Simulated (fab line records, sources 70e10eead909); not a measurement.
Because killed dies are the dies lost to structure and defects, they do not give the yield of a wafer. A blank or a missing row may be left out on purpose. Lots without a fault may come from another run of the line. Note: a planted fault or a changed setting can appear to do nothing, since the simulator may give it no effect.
Matching of chambers ; flow nand-harc ; ald-metal-01 running NHARC_A_BLC_ALD_23: 4 sister chambers
The step deposits TiN, target thk 3 nm, pulse time 1 s, ald cycles 150. 14 wafers are shown with their chamber, then 7 later ones without.

## EACH WAFER AND ITS CHAMBER
wafer;chamber;heater-power-w (W);precursor-pulse-height-rel
L077.1;1;1055;0.970
L077.3;0;1079;1.049
L077.5;1;1045;0.987
L082.1;1;1026;0.991
L082.2;2;1150;1.021
L082.6;3;1181;1.006
L083.1;3;1206;1.024
L083.2;1;1057;1.027
L083.6;1;1046;1.010
L086.2;1;1048;0.987
L086.4;2;1120;1.036
L086.6;2;1152;1.001
L088.2;0;1041;1.015
L088.4;1;1050;1.009

SIGNATURES, as means of the wafers listed above
reading;chamber 0;chamber 1;chamber 2;chamber 3;scatter within a chamber
heater-power-w;1060.00;1046.71;1140.67;1193.50;15.2
precursor-pulse-height-rel;1.03200;0.99729;1.01933;1.01500;0.0188
Rule: a wafer lies at a distance from a chamber equal to the root of the sum of squares, over the readings, of (its reading less the chamber's mean, divided by the reading's scatter). If the next closest chamber is less than 2 further off than the closest, the wafer can't be placed; otherwise it belongs to the closest. The scatter: take each reading less its chamber's mean, square it, sum over the shown wafers, divide by the number of wafers less the number of chambers, and take the root.

## WAFERS WITH NO CHAMBER GIVEN
wafer;heater-power-w (W);precursor-pulse-height-rel
L088.5;1136;0.973
L094.1;1022;1.012
L094.2;1079;1.011
L094.4;1220;0.993
L097.1;1048;0.981
L097.4;1126;1.007
L097.5;1029;0.951

## WHICH CHAMBER EACH WENT THROUGH
wafer;from the rows above;in truth
L088.5;can't be placed: 2 or 3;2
L094.1;can't be placed: 1 or 0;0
L094.2;can't be placed: 0 or 1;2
L094.4;3;3
L097.1;can't be placed: 1 or 0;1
L097.4;2;2
L097.5;1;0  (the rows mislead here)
Correct placement for 2 of the 7. Cannot be placed on the basis of these rows: 4; the candidates contain the true chamber in 3. Wrongly placed: 1.
